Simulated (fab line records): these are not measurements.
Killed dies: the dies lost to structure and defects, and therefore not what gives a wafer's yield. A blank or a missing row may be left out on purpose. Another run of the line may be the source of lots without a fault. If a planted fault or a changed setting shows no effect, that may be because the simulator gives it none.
What tool caused it? + flow nandHarc + 6 lots, 18 wafers sampled, at 2 steps of a route of 1302

## WHAT THE GAUGES READ, wafer by wafer
NHARC_P_GATE_CD_MEAS_26: the cd target is 120 nm.
| lot  | measured     | on       | cdNm (nm)         |
|------|--------------|----------|-------------------|
| L509 | day 7 21:42  | cdSem-02 | 126.2 126.0 126.6 |
| L514 | day 9 23:17  | cdSem-03 | 119.9 119.8 119.6 |
| L516 | day 11 03:38 | cdSem-02 | 119.8 119.6 119.6 |
| L519 | day 11 19:18 | cdSem-02 | 120.5 119.5 119.1 |
| L521 | day 12 16:51 | cdSem-01 | 121.0 119.6 120.3 |
| L524 | day 14 07:14 | cdSem-03 | 119.3 119.5 119.3 |

## EACH LOT AND THE TOOL THAT RAN IT (in order: tool; ch and the chambers of the sampled wafers; start)
| lot  | NHARC_P_GATE_PEB_24              |
|------|----------------------------------|
| L509 | lithoTrack-01 ch 0, day 7 21:37  |
| L514 | lithoTrack-06 ch 0, day 9 23:12  |
| L516 | lithoTrack-01 ch 0, day 11 03:34 |
| L519 | lithoTrack-04 ch 0, day 11 19:13 |
| L521 | lithoTrack-01 ch 0, day 12 16:46 |
| L524 | lithoTrack-04 ch 0, day 14 07:10 |
- NHARC_P_GATE_PEB_24: peb time 65 s.

## THE ANSWER, worked out from the rows above alone
Rule: what is usual is taken from the lots themselves. Put in order of their means at a reading, lots are off if they are a third of the lots or fewer, leave a main group of 4 or more, and stand apart from it by a gap of 3 or more times the standard deviation of the main group's means; of several such gaps the widest counts. A main group whose means are all the same, to the digits that the tables above print for the reading, isn't used. A lot without any number at a reading at which 4 lots or more have one is off too. All remaining lots with rows at the step are treated as sound.
Off: L509, at NHARC_P_GATE_CD_MEAS_26 (cdNm). The main group: mean 119.8 nm, standard deviation 0.3.
A tool fits if, at a process step before that reading, it ran every lot that is off, and no sound lot after the first of them. Gauges at NHARC_P_GATE_CD_MEAS_26: tried the same way as those tools. No candidate that was tried fits.

## WHAT THE SIMULATOR HAD INSERTED
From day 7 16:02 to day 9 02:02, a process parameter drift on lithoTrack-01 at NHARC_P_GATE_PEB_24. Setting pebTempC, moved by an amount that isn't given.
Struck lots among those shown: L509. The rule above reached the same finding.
